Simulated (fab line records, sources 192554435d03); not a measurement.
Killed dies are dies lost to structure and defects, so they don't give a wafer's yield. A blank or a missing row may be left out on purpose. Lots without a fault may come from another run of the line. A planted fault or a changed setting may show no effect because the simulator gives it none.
Which tool did it? | flow n5_finfet | 7 lots, 21 wafers sampled, at 5 steps of a route of 1938

WHAT THE GAUGES READ, wafer by wafer
N5_BEOL_M1_CD_MEAS_18: pitch 36 nm, target cd 18 nm.
lot  | measured     | on        | cd_nm (nm)
L568 | day 6 09:11  | cd_sem-01 | 18.35 18.00 18.19
L570 | day 7 05:27  | cd_sem-02 | 18.30 18.32 18.21
L573 | day 8 00:56  | cd_sem-03 | - - -
L578 | day 9 08:25  | cd_sem-01 | 17.99 18.48 18.06
L582 | day 10 02:09 | cd_sem-01 | 18.38 18.53 18.33
L584 | day 10 17:34 | cd_sem-03 | 18.54 18.08 17.95
L589 | day 11 21:19 | cd_sem-01 | 18.16 17.81 18.12

WHICH TOOL RAN EACH LOT (tool, then ch and the chambers of the sampled wafers, then the start)
lot  | N5_BEOL_M0_PRE_CLEAN_131         | N5_BEOL_M0_CO_CAP_123            | N5_BEOL_M1_ETCH_64                 | N5_BEOL_M1_HM_OPEN_17
L568 | cvd_co-02 ch 0,1, day 6 07:14    | cvd_co-02 ch 0,1, day 6 07:17    | rie_diel-05 ch 0,3, day 6 08:50    | rie_metal-03 ch 1, day 6 09:01
L570 | cvd_co-01 ch 1,2, day 7 02:41    | cvd_co-01 ch 1,2, day 7 02:44    | rie_diel-03 ch 0,1,2, day 7 04:56  | rie_metal-02 ch 0, day 7 05:07
L573 | cvd_co-01 ch 0,1,2, day 7 22:43  | cvd_co-01 ch 0,1,2, day 7 22:46  | rie_diel-05 ch 0,3, day 8 00:35    | rie_metal-02 ch 0,1, day 8 00:47
L578 | cvd_co-02 ch 0,1,2, day 9 06:32  | cvd_co-02 ch 0,1,2, day 9 06:34  | rie_diel-01 ch 0,3, day 9 08:04    | rie_metal-02 ch 0,1, day 9 08:14
L582 | cvd_co-02 ch 0,1,2, day 9 23:41  | cvd_co-02 ch 0,1,2, day 9 23:44  | rie_diel-03 ch 0,1,3, day 10 01:48 | rie_metal-02 ch 0,1, day 10 01:58
L584 | cvd_co-01 ch 1,2, day 10 15:36   | cvd_co-01 ch 1,2, day 10 15:38   | rie_diel-03 ch 2,3, day 10 17:07   | rie_metal-02 ch 1, day 10 17:17
L589 | cvd_co-02 ch 0,1,2, day 11 18:01 | cvd_co-02 ch 0,1,2, day 11 18:03 | rie_diel-01 ch 1,2,3, day 11 20:53 | rie_metal-02 ch 0,1, day 11 21:03
- N5_BEOL_M0_PRE_CLEAN_131: time 15 s.
- N5_BEOL_M0_CO_CAP_123: material Co, precursor CCTBA/H2, target thk 2 nm, time 102.1 s.
- N5_BEOL_M1_ETCH_64: etches SOC in N2/H2, target depth 75 nm, overetch 15 nm, time 112.5 s.
- N5_BEOL_M1_HM_OPEN_17: chemistry Cl2/BCl3, target TiN, target depth 20 nm, overetch 6 nm.

THE ANSWER, worked out from the rows above alone
Rule: what is usual is taken from the lots themselves. Put in order of their means at a reading, lots are off if they are a third of the lots or fewer, leave a main group of 4 or more, and stand apart from it by a gap of 3 or more times the standard deviation of the main group's means; of several such gaps the widest counts. A main group whose means are all the same, to the digits that the tables above print for the reading, isn't used. A lot without any number at a reading at which 4 lots or more have one is off too. The other lots that the step has rows for count as sound.
Off: L573, at N5_BEOL_M1_CD_MEAS_18 (cd_nm). Without a number there: L573. The main group: mean 18.21 nm, standard deviation 0.12.
A tool fits if, at a process step before that reading, it ran every lot that is off, and no sound lot after the first of them. The gauges at N5_BEOL_M1_CD_MEAS_18 are tried like those tools. One fits: rie_diel-05 at N5_BEOL_M1_ETCH_64. Its last sound lot is L568 (day 6 08:50), its first lot that is off L573 (day 8 00:35): a fault that began between those two fits.

WHAT THE SIMULATOR HAD PUT IN
Skipped step whole: rie_diel-05, from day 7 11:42 on, at N5_BEOL_M1_ETCH_64. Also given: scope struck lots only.
Lots struck among those shown: L573. The rule above found the same.
